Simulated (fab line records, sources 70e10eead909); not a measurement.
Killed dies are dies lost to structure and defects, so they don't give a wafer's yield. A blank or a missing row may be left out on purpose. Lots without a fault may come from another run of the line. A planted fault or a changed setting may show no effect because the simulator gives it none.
fab line records | flow nand_harc | part 1 of 2: steps 1 to 28 of 36
record lots=5 wafers=15 last_day=32
route steps=1302 shown P_GATE@209 P_CONTACT@217
lots that met no fault: from a run of the same line without faults
start_h: hours from the record's first day to the start of the lot's first wafer shown | wait_h: hours since the lot's step before | " the same as in the row above | L1.1+2: a row that stands for several wafers | - no value, or no start given | * or withheld: withheld | < > ~ a bound
route shown NAME@n: a module of which the file shows steps, and the number in the route of the first | usual: mean/standard deviation of fault-free wafers | same: alike in all rows | chamber/n: place in a boat | sites: the reading at each site | _std_site: their standard deviation | _edge_site: outer sites' mean less inner sites' | radius_mm: how far each site lies from the wafer's centre | mask NAME#n: copy n | behind: the tool/chamber that last shaped the wafer | hold: why the lot was held/for how many hours/how that ended | device: the transistor (n, p or np) that didn't switch | end of line: the same wafers' tests at the end of the route | a step without rows: its recipe alone | killed: dies lost to structure and defects at the first sort, not the wafer's yield | map: a wafer's dies, x killed, . not, _ none there
set.NAME: the setting as run; set.NAME@STEP: as run at that earlier step | model.NAME: the simulator's own value behind a step, which no gauge read
lots at some steps of the route; a table a step, a row a wafer
services: from which hour (start_h, from the record's first day; less than 0 if before it) a tool's chamber was out of use, for how many hours, and why
## steps
# step NHARC_P_GATE_DEGAS_109
# recipe temp_c=300 time_s=60
# usual heater_power_w=455/23
# columns lot.wafer tool chamber start_h wait_h heater_power_w
L074.4 pvd_sputter-01 - 110.89 0.1 424
L074.2 " - " " 464
L074.5 " - " " 455
L079.4 pvd_sputter-01 - 164.39 0.1 453
L079.1 " - " " 451
L079.6 " - " " 455
L089.2 pvd_sputter-02 - 269.17 0.1 515
L089.5 " - " " 501
L089.6 " - " " 469
L090.2 pvd_sputter-01 - 289.55 0.1 440
L090.3 " - " " 451
L090.1 " - " " 425
L093.4 pvd_sputter-02 - 322.63 0.1 463
L093.2 " - " " 455
L093.3 " - " " 445
# step NHARC_P_GATE_PRE_CLEAN_110
# recipe time_s=30 bias_v=200 gas=Ar
# columns lot.wafer tool chamber start_h wait_h
L074.2+4+5 pvd_sputter-01 - - -
L079.4+1+6 pvd_sputter-01 - - -
L089.2+6+5 pvd_sputter-02 - - -
L090.3+1+2 pvd_sputter-01 - - -
L093.3+2+4 pvd_sputter-02 - - -
# step NHARC_P_GATE_SPUTTER_78
# recipe target_thk_a=100 material=Ni
# columns lot.wafer tool chamber start_h wait_h
L074.4+2+5 pvd_sputter-01 - - -
L079.1+4+6 pvd_sputter-01 - - -
L089.2+6+5 pvd_sputter-02 - - -
L090.1+2+3 pvd_sputter-01 - - -
L093.2+3+4 pvd_sputter-02 - - -
# step NHARC_P_GATE_SPUTTER_79
# recipe target_thk_a=100 material=TiN
# columns lot.wafer tool chamber start_h wait_h
L074.2+4+5 pvd_sputter-01 - - -
L079.4+1+6 pvd_sputter-01 - - -
L089.2+5+6 pvd_sputter-02 - - -
L090.2+1+3 pvd_sputter-01 - - -
L093.2+3+4 pvd_sputter-02 - - -
# step NHARC_P_GATE_RTA_80
# recipe temp_c=300 time_s=30
# usual lamp_power_pct=2.193/0.026 lamp_zone_7_pct=2.301/0.027 wafer_temp_C_max=301.28/0.28
# columns lot.wafer tool chamber start_h wait_h lamp_power_pct lamp_zone_7_pct wafer_temp_C_max
L074.2 rtp_anneal-01 0 111.23 - 2.153 2.259 300.99
L074.4 " 0 " " 2.156 2.259 301.03
L074.5 " 0 " " 2.155 2.259 301.68
L079.1 rtp_anneal-01 0 164.68 - 2.153 2.261 300.84
L079.4 " 0 " " 2.154 2.259 301.28
L079.6 " 0 " " 2.155 2.260 301.60
L089.2 rtp_anneal-02 0 269.49 - 2.213 2.322 301.28
L089.5 " 0 " " 2.213 2.323 301.25
L089.6 " 0 " " 2.215 2.322 301.19
L090.1 rtp_anneal-02 0 289.84 - 2.211 2.318 301.37
L090.2 " 0 " " 2.211 2.319 301.31
L090.3 " 0 " " 2.208 2.316 301.36
L093.2 rtp_anneal-02 0 322.96 - 2.210 2.318 301.68
L093.3 " 0 " " 2.207 2.321 301.70
L093.4 " 0 " " 2.210 2.318 301.36
# step NHARC_P_GATE_STRIP_67
# recipe time_s=600 temp_c=130 chemistry=SPM
# usual bath_heat_duty_pct=15.0/1.5 temp_c=130.02/0.14
# columns lot.wafer tool chamber start_h wait_h bath_heat_duty_pct temp_c
L074.5 wet_bench-09 7 111.41 0.1 13.5 130.10
L074.4 " 0 " " 14.7 129.86
L074.2 " 1 " " 14.1 130.11
L079.6 wet_bench-05 6 164.89 0.0 11.0 130.19
L079.4 " 1 " " 14.9 130.09
L079.1 " 2 " " 18.0 130.16
L089.5 wet_bench-02 6 269.66 0.1 14.8 130.22
L089.6 " 0 " " 14.5 130.09
L089.2 " 2 " " 16.6 130.04
L090.1 wet_bench-02 4 290.05 0.2 15.0 129.84
L090.2 " 6 " " 15.1 130.02
L090.3 " 7 " " 14.2 129.89
L093.4 wet_bench-09 3 323.14 0.1 14.4 130.11
L093.2 " 5 " " 16.4 130.06
L093.3 " 6 " " 13.1 130.03
# step NHARC_P_GATE_RTA_82
# recipe temp_c=450 time_s=30
# usual lamp_power_pct=4.27/0.051 lamp_zone_7_pct=4.50/0.054 wafer_temp_C_max=452.1/0.47
# columns lot.wafer tool chamber start_h wait_h lamp_power_pct lamp_zone_7_pct wafer_temp_C_max
L074.2 rtp_anneal-01 0 111.69 - 4.24 4.46 452.7
L074.4 " 0 " " 4.23 4.46 452.1
L074.5 " 0 " " 4.24 4.46 452.6
L079.1 rtp_anneal-02 0 165.14 - 4.35 4.58 452.1
L079.4 " 0 " " 4.35 4.57 451.5
L079.6 " 0 " " 4.35 4.58 452.3
L089.2 rtp_anneal-02 0 269.95 - 4.35 4.58 452.9
L089.5 " 0 " " 4.34 4.58 451.5
L089.6 " 0 " " 4.34 4.58 451.9
L090.1 rtp_anneal-01 0 290.30 - 4.23 4.46 452.9
L090.2 " 0 " " 4.24 4.46 452.3
L090.3 " 0 " " 4.23 4.45 452.1
L093.2 rtp_anneal-01 0 323.42 - 4.24 4.46 451.8
L093.3 " 0 " " 4.24 4.46 451.8
L093.4 " 0 " " 4.23 4.46 452.1
# step NHARC_P_GATE_INSPECT_68
# usual raw_defect_count=189/66
# columns lot.wafer tool chamber start_h wait_h raw_defect_count
L074.2 defect_inspect-01 - 111.87 0.1 253
L074.4 " - " " 144
L074.5 " - " " 226
L079.1 defect_inspect-02 - 165.34 0.2 173
L079.4 " - " " 127
L079.6 " - " " 137
L089.2 defect_inspect-02 - 270.12 0.1 181
L089.5 " - " " 138
L089.6 " - " " 157
L090.1 defect_inspect-02 - 290.50 0.2 198
L090.2 " - " " 137
L090.3 " - " " 165
L093.2 defect_inspect-02 - 323.59 0.1 155
L093.3 " - " " 127
L093.4 " - " " 270
# step NHARC_P_CONTACT_DEP_30
# recipe target_thk_a=300 temp_c=400 target_thk_nm=30 flow_sccm=200 rf_w=450 material=SiNx
# usual heater_power_w=722/110
# columns lot.wafer tool chamber start_h wait_h heater_power_w
L074.2 pecvd-04 1 111.93 0.1 588
L074.5 " 1 " " 598
L074.4 " 0 " " 810
L079.1 pecvd-01 1 165.49 0.1 826
L079.6 " 2 " " 842
L079.4 " 1 " " 804
L089.2 pecvd-01 2 270.23 0.1 841
L089.6 " 1 " " 715
L089.5 " 0 " " 610
L090.2 pecvd-03 1 290.56 0.1 861
L090.1 " 2 " " 674
L090.3 " 0 " " 539
L093.2 pecvd-04 2 323.65 0.1 680
L093.3 " 0 " " 770
L093.4 " 2 " " 665
# step NHARC_P_CONTACT_DEP_00
# recipe target_thk_a=5000 temp_c=400 pressure_torr=6.5 rf_w=900 teos_flow_sccm=161.4 flow_sccm=2650 target_thk_nm=500 gas=O2 material=SiO2
# usual heater_power_w=557/100 throttle_valve_pct=15.9/0.36
# columns lot.wafer tool chamber start_h wait_h heater_power_w throttle_valve_pct
L074.2 pecvd-04 1 - - 386 15.5
L074.5 " 1 " " 431 15.6
L074.4 " 0 " " 528 16.0
L079.1 pecvd-01 1 - - 716 16.1
L079.6 " 2 " " 749 16.3
L079.4 " 1 " " 572 16.0
L089.2 pecvd-01 2 - - 674 16.2
L089.6 " 1 " " 656 16.4
L089.5 " 0 " " 513 15.8
L090.2 pecvd-03 1 - - 630 15.3
L090.1 " 2 " " 524 16.4
L090.3 " 0 " " 456 16.0
L093.2 pecvd-04 2 - - 484 15.8
L093.3 " 0 " " 559 16.0
L093.4 " 2 " " 511 16.0
# step NHARC_P_CONTACT_CMP_01
# recipe target_thk_nm=200 material=SiO2
# usual motor_current_A=11.6/0.94 slurry_filter_dp_kPa=13.52/0.13 slurry_flow_ml_min=150.0/0.44
# columns lot.wafer tool chamber start_h wait_h motor_current_A slurry_filter_dp_kPa slurry_flow_ml_min
L074.2 cmp-02 2 112.67 - 10.7 13.85 150.5
L074.4 " 3 " " 12.1 13.47 149.8
L074.5 " 2 " " 10.9 13.47 148.8
L079.1 cmp-01 1 166.12 - 12.5 13.72 149.7
L079.4 " 2 " " 10.8 13.47 149.2
L079.6 " 1 " " 13.1 13.49 149.8
L089.2 cmp-04 2 270.95 - 10.0 13.46 149.3
L089.6 " 0 " " 10.7 13.54 149.8
L089.5 " 1 " " 11.3 13.40 149.6
L090.1 cmp-04 0 291.28 - 10.6 13.54 150.3
L090.2 " 2 " " 10.6 13.55 150.0
L090.3 " 3 " " 12.8 13.61 149.7
L093.4 cmp-02 1 324.39 - 13.2 13.53 149.7
L093.2 " 2 " " 11.6 13.47 150.0
L093.3 " 3 " " 13.3 13.66 150.0
# step NHARC_P_CONTACT_SRD_03
# columns lot.wafer tool chamber start_h wait_h
L074.4+2+5 wet_bench-07 4,6,7 112.95 0.0
L079.1+4+6 wet_bench-04 3,4,5 166.43 0.1
L089.2+5+6 wet_bench-04 7,2,4 271.20 0.0
L090.2+1+3 wet_bench-04 1,3,4 291.58 0.0
L093.2+4+3 wet_bench-01 1,2,3 324.67 0.1
# step NHARC_P_CONTACT_DEHYDRATE_04
# recipe temp_c=150 time_s=120
# columns lot.wafer tool chamber start_h wait_h
L074.2+4+5 litho_track-01 0 113.03 0.1
L079.1+4+6 litho_track-06 0 166.50 0.1
L089.2+5+6 litho_track-04 0 271.28 0.1
L090.1+2+3 litho_track-06 0 291.66 0.1
L093.2+3+4 litho_track-04 0 324.74 0.1
# step NHARC_P_CONTACT_HMDS_05
# recipe time_s=30
# columns lot.wafer tool chamber start_h wait_h
L074.2+4+5 litho_track-01 0 - -
L079.1+4+6 litho_track-06 0 - -
L089.2+5+6 litho_track-04 0 - -
L090.1+2+3 litho_track-06 0 - -
L093.2+3+4 litho_track-04 0 - -
# step NHARC_P_CONTACT_COAT_33
# recipe temp_c=260 time_s=75
# columns lot.wafer tool chamber start_h wait_h
L074.2+4+5 litho_track-01 0 - -
L079.1+4+6 litho_track-06 0 - -
L089.2+5+6 litho_track-04 0 - -
L090.1+2+3 litho_track-06 0 - -
L093.2+3+4 litho_track-04 0 - -
# step NHARC_P_CONTACT_COAT_34
# recipe temp_c=225 time_s=65
# columns lot.wafer tool chamber start_h wait_h
L074.2+4+5 litho_track-01 0 - -
L079.1+4+6 litho_track-06 0 - -
L089.2+5+6 litho_track-04 0 - -
L090.1+2+3 litho_track-06 0 - -
L093.2+3+4 litho_track-04 0 - -
# step NHARC_P_CONTACT_COAT_06
# recipe spin_rpm=1500 resist_thk_nm=90
# columns lot.wafer tool chamber start_h wait_h
L074.2+4+5 litho_track-01 0 - -
L079.1+4+6 litho_track-06 0 - -
L089.2+5+6 litho_track-04 0 - -
L090.1+2+3 litho_track-06 0 - -
L093.2+3+4 litho_track-04 0 - -
# step NHARC_P_CONTACT_SOFTBAKE_07
# recipe temp_c=105 time_s=55
# columns lot.wafer tool chamber start_h wait_h
L074.2+4+5 litho_track-01 0 - -
L079.1+4+6 litho_track-06 0 - -
L089.2+5+6 litho_track-04 0 - -
L090.1+2+3 litho_track-06 0 - -
L093.2+3+4 litho_track-04 0 - -
# step NHARC_P_CONTACT_EBR_08
# columns lot.wafer tool chamber start_h wait_h
L074.2+4+5 litho_track-01 0 - -
L079.1+4+6 litho_track-06 0 - -
L089.2+5+6 litho_track-04 0 - -
L090.1+2+3 litho_track-06 0 - -
L093.2+3+4 litho_track-04 0 - -
# step NHARC_P_CONTACT_EXPOSE_09
# recipe na=1.35 target_cd_nm=90 dose_mj=81.26 mask_id=P_CA
# usual stage_vel_mm_s=500.05/0.27
# columns lot.wafer tool chamber start_h wait_h mask stage_vel_mm_s
L074.2 arfi_scanner-03 0 113.34 - P_CA#0 500.21
L074.4 " 0 " " P_CA#0 499.94
L074.5 " 0 " " P_CA#0 500.31
L079.1 arfi_scanner-01 0 166.81 - P_CA#0 499.93
L079.4 " 0 " " P_CA#0 500.60
L079.6 " 0 " " P_CA#0 499.77
L089.2 arfi_scanner-03 0 271.59 - P_CA#0 500.35
L089.5 " 0 " " P_CA#0 500.58
L089.6 " 0 " " P_CA#0 500.26
L090.1 arfi_scanner-02 0 291.97 - P_CA#0 500.53
L090.2 " 0 " " P_CA#0 500.11
L090.3 " 0 " " P_CA#0 500.22
L093.2 arfi_scanner-03 0 324.93 - P_CA#0 500.43
L093.3 " 0 " " P_CA#0 500.39
L093.4 " 0 " " P_CA#0 500.37
# step NHARC_P_CONTACT_PEB_10
# recipe peb_temp_c=100 peb_time_s=65
# columns lot.wafer tool chamber start_h wait_h
L074.2+4+5 litho_track-06 0 113.40 0.1
L079.1+4+6 litho_track-04 0 166.87 0.1
L089.2+5+6 litho_track-06 0 271.65 0.1
L090.1+2+3 litho_track-04 0 292.03 0.1
L093.2+3+4 litho_track-01 0 324.99 0.1
# step NHARC_P_CONTACT_DEVELOP_11
# recipe develop_time_s=35 dev_temp_c=23
# same develop_time_s=35
# columns lot.wafer tool chamber start_h wait_h
L074.2+4+5 litho_track-06 0 - -
L079.1+4+6 litho_track-04 0 - -
L089.2+5+6 litho_track-06 0 - -
L090.1+2+3 litho_track-04 0 - -
L093.2+3+4 litho_track-01 0 - -
# step NHARC_P_CONTACT_CD_MEAS_12
# recipe target_cd_nm=90 landing_energy_ev=500
# usual cd_nm=90.1/0.53
# columns lot.wafer tool chamber start_h wait_h cd_nm
L074.2 cd_sem-01 0 113.48 - 90.2
L074.4 " 0 " " 90.5
L074.5 " 0 " " 91.4
L079.1 cd_sem-02 0 166.95 - 90.6
L079.4 " 0 " " 89.7
L079.6 " 0 " " 90.3
L089.2 cd_sem-02 0 271.73 - 90.1
L089.5 " 0 " " 90.0
L089.6 " 0 " " 90.6
L090.1 cd_sem-02 0 292.11 - 90.9
L090.2 " 0 " " 90.5
L090.3 " 0 " " 90.5
L093.2 cd_sem-01 0 325.07 - 90.2
L093.3 " 0 " " 89.5
L093.4 " 0 " " 89.4
# step NHARC_P_CONTACT_OVL_MEAS_13
# usual overlay_x_nm=0.0/0.79 overlay_y_nm=-0.2/0.87
# columns lot.wafer tool chamber start_h wait_h overlay_x_nm overlay_y_nm
L074.2 overlay-01 - 113.56 - -0.1 -0.6
L074.4 " - " " -0.2 -1.0
L074.5 " - " " 0.7 0.2
L079.1 overlay-01 - 167.05 - 0.1 -1.8
L079.4 " - " " 0.0 -2.0
L079.6 " - " " 0.2 -1.8
L089.2 overlay-01 - 271.82 - 0.5 -0.2
L089.5 " - " " 0.7 -1.2
L089.6 " - " " 1.2 -0.6
L090.1 overlay-02 - 292.20 - 0.7 1.0
L090.2 " - " " 0.1 0.0
L090.3 " - " " -0.1 0.3
L093.2 overlay-01 - 325.16 - 0.0 0.3
L093.3 " - " " 0.1 0.3
L093.4 " - " " -0.6 0.1
# step NHARC_P_CONTACT_INSPECT_14
# usual raw_defect_count=4.2/2.1
# columns lot.wafer tool chamber start_h wait_h raw_defect_count
L074.2 defect_inspect-02 - 113.60 0.0 6
L074.4 " - " " 7
L074.5 " - " " 0
L079.1 defect_inspect-02 - 167.09 0.0 1
L079.4 " - " " 0
L079.6 " - " " 4
L089.2 defect_inspect-02 - 271.85 0.0 3
L089.5 " - " " 4
L089.6 " - " " 3
L090.1 defect_inspect-02 - 292.23 0.0 7
L090.2 " - " " 2
L090.3 " - " " 5
L093.2 defect_inspect-01 - 325.19 0.0 3
L093.3 " - " " 7
L093.4 " - " " 6
# step NHARC_P_CONTACT_DESCUM_17
# recipe time_s=3 o2_flow_sccm=200 ar_flow_sccm=0 bias_power_w=0 chemistry=O2
# usual drypump_motor_current_A=5.8/0.43 oes_product_au=1.001/0.0073 rf_vpp_V=57.8/0.79 showerhead_plenum_p_Torr=1.90/0.066 throttle_valve_pct=11.312/0.0099
# same bias_power_w=0
# columns lot.wafer tool chamber start_h wait_h drypump_motor_current_A oes_product_au rf_hours_counter_h rf_vpp_V showerhead_plenum_p_Torr throttle_valve_pct
L074.4 rie_diel-02 2 113.66 0.1 5.1 0.988 3.6 57.6 1.88 11.313
L074.2 " 0 " " 6.0 1.000 3.6 57.8 1.94 11.323
L074.5 " 3 " " 5.7 1.000 - 58.0 2.03 11.319
L079.4 rie_diel-02 2 167.15 0.1 5.1 0.994 6.7 56.5 1.88 11.316
L079.1 " 1 " " 6.5 0.999 6.5 58.2 1.85 11.320
L079.6 " 3 " " 5.7 1.003 - 59.1 2.03 11.298
L089.2 rie_diel-10 2 271.94 0.1 5.7 1.006 0.3 59.1 1.91 11.293
L089.6 " 3 " " 5.4 0.999 - 56.8 1.80 11.307
L089.5 " 0 " " 5.9 1.005 - 57.4 1.84 11.308
L090.3 rie_diel-02 3 292.30 0.1 5.7 1.012 3.5 59.3 2.02 11.324
L090.2 " 0 " " 6.0 0.996 4.5 58.3 1.93 11.320
L090.1 " 1 " " 6.5 1.008 4.2 58.1 1.85 11.306
L093.2 rie_diel-01 1 325.25 0.1 6.2 0.995 2.6 59.0 1.86 11.305
L093.3 " 2 " " 5.8 0.994 2.4 59.4 1.92 11.311
L093.4 " 2 " " 5.8 0.997 - 59.2 1.92 11.317
# step NHARC_P_CONTACT_ETCH_35
# recipe target_depth_a=390 over_etch_frac=0.3 time_s=65 ion_energy_ev=80 cf4_flow_sccm=150 ar_flow_sccm=0 rf_w=300 bias_w=100 chemistry=CF4
# usual bias_w=100.0/0.31 cf4_flow_sccm=150.0/0.44 drypump_motor_current_A=5.8/0.42 oes_product_au=1.000/0.0065 rf_vpp_V=151.1/0.96 showerhead_plenum_p_Torr=1.76/0.054 throttle_valve_pct=13.284/0.0083
# columns lot.wafer tool chamber start_h wait_h bias_w cf4_flow_sccm drypump_motor_current_A oes_product_au rf_hours_counter_h rf_vpp_V showerhead_plenum_p_Torr throttle_valve_pct
L074.4 rie_diel-02 3 113.75 0.1 99.9 150.4 5.7 1.000 3.7 153.1 1.87 13.291
L074.2 " 0 " " 100.5 150.0 6.0 0.998 3.6 151.7 1.79 13.288
L074.5 " 3 " " 100.0 150.0 5.7 1.006 - 152.2 1.87 13.290
L079.1 rie_diel-02 3 167.24 0.1 100.4 149.9 5.7 1.001 6.6 153.8 1.87 13.291
L079.4 " 1 " " 100.8 149.4 6.5 1.013 6.5 151.2 1.71 13.282
L079.6 " 3 " " 100.7 149.8 5.7 1.001 - 152.6 1.87 13.293
L089.2 rie_diel-10 2 272.01 0.1 99.8 149.6 5.7 0.999 0.3 151.1 1.77 13.287
L089.6 " 0 " " 100.0 149.2 5.9 0.989 - 150.7 1.70 13.283
L089.5 " 1 " " 100.1 149.9 5.6 1.002 - 150.3 1.75 13.289
L090.1 rie_diel-02 0 292.38 0.1 100.2 150.6 6.0 1.000 4.5 151.8 1.79 13.282
L090.2 " 2 " " 99.4 150.4 5.1 1.000 3.3 151.3 1.74 13.286
L090.3 " 3 " " 100.4 149.3 5.8 1.010 3.6 151.9 1.86 13.297
L093.3 rie_diel-01 1 325.36 0.1 99.5 149.3 6.2 1.003 2.7 150.8 1.72 13.284
L093.2 " 2 " " 100.2 150.2 5.8 1.008 2.5 150.9 1.77 13.287
L093.4 " 0 " " 99.9 150.5 5.2 1.008 - 150.7 1.75 13.291
# step NHARC_P_CONTACT_ETCH_36
# recipe target_depth_a=2600 over_etch_frac=0.25 time_s=406.25 ion_energy_ev=200 n2_flow_sccm=150 h2_flow_sccm=150 ar_flow_sccm=0 rf_w=400 bias_w=150 chemistry=N2/H2
# usual bias_w=150.1/0.46 drypump_motor_current_A=5.8/0.43 h2_flow_sccm=150.0/0.41 oes_product_au=1.001/0.0079 rf_vpp_V=430.2/2.1 showerhead_plenum_p_Torr=2.03/0.073 throttle_valve_pct=14.172/0.0087
# columns lot.wafer tool chamber start_h wait_h bias_w drypump_motor_current_A h2_flow_sccm oes_product_au rf_hours_counter_h rf_vpp_V showerhead_plenum_p_Torr throttle_valve_pct
L074.4 rie_diel-02 3 - - 150.2 5.7 149.6 1.003 3.8 434.9 2.16 14.167
L074.2 " 2 " " 150.2 5.1 150.6 0.998 3.7 430.1 2.01 14.170
L074.5 " 0 " " 150.6 6.0 149.6 0.989 - 431.8 2.06 14.171
L079.4 rie_diel-02 1 - - 150.0 6.5 150.4 0.998 6.6 428.7 1.97 14.171
L079.1 " 0 " " 151.0 6.0 150.0 0.992 6.4 431.4 2.06 14.172
L079.6 " 2 " " 150.4 5.1 150.6 1.005 - 428.4 2.01 14.160
L089.2 rie_diel-10 0 - - 149.7 6.0 149.9 1.000 0.4 429.0 1.95 14.181
L089.6 " 2 " " 150.5 5.7 150.8 1.010 - 430.0 2.04 14.169
L089.5 " 3 " " 150.7 5.4 149.5 1.009 - 428.2 1.92 14.165
L090.3 rie_diel-02 2 - - 150.1 5.1 150.5 0.998 3.4 429.8 2.00 14.175
L090.2 " 3 " " 149.3 5.7 150.5 1.006 3.6 434.3 2.16 14.175
L090.1 " 1 " " 149.6 6.4 150.0 0.998 4.3 428.4 1.97 14.177
L093.3 rie_diel-01 0 - - 150.0 5.2 149.5 1.004 2.6 431.1 2.01 14.162
L093.2 " 1 " " 150.3 6.1 149.5 0.998 2.7 429.9 1.98 14.167
L093.4 " 1 " " 149.8 6.1 150.0 0.992 - 428.3 1.98 14.181
